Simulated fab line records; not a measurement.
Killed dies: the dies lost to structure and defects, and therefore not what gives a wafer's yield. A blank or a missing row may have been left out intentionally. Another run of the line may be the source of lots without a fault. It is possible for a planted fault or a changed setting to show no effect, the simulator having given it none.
Matching of chambers -- flow n5 finfet -- N5_BEOL_M4_ALD_98 on ald sin-02: 4 sister chambers
The step deposits SiO2, target thk 2.5 nm, pulse time 1 s, co reactant pulse time 1 s. 8 wafers are shown with their chamber, then 10 later ones without.

== WAFERS PAIRED WITH THEIR CHAMBERS ==
wafer,chamber,heater power w (W),precursor pulse height rel
L084.3,1,78,1.000
L084.6,0,93,1.002
L086.3,2,85,1.020
L086.4,0,89,0.958
L090.3,2,87,1.026
L090.4,1,76,0.988
L091.3,3,75,0.999
L091.5,3,75,0.992

== WAFERS WITH NO CHAMBER GIVEN ==
wafer,heater power w (W),precursor pulse height rel
L091.6,86,1.000
L092.2,74,1.024
L092.5,74,0.990
L092.6,85,0.960
L094.1,86,0.995
L094.5,89,1.006
L094.6,86,0.996
L097.1,80,1.033
L097.2,86,0.978
L097.3,89,1.011

== CHAMBER TAKEN BY EACH ==
wafer,from the rows above,in truth
L091.6,can't be placed: 2 or 0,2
L092.2,can't be placed: 3 or 1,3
L092.5,can't be placed: 3 or 1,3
L092.6,can't be placed: 0 or 2 or 1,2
L094.1,can't be placed: 2 or 0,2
L094.5,can't be placed: 0 or 2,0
L094.6,can't be placed: 2 or 0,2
L097.1,can't be placed: 1 or 2 or 3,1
L097.2,can't be placed: 2 or 0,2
L097.3,can't be placed: 2 or 0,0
Correctly placed: 0 of 10. Not placeable from these rows: 10 (in 10, the candidates include the true chamber). 0 placed wrongly.
How it was worked out, from the rows above alone: a wafer's distance from a chamber is the root of the sum, over the readings, of the square of ((its reading less the chamber's mean) divided by the reading's scatter). The wafer belongs to the nearest chamber; if the next one is less than 2 further off, it can't be placed. A chamber's mean is the mean of its shown wafers. The scatter is the square root of a quotient: the sum, over the shown wafers, of each reading's squared deviation from its chamber's mean, divided by wafers minus chambers.
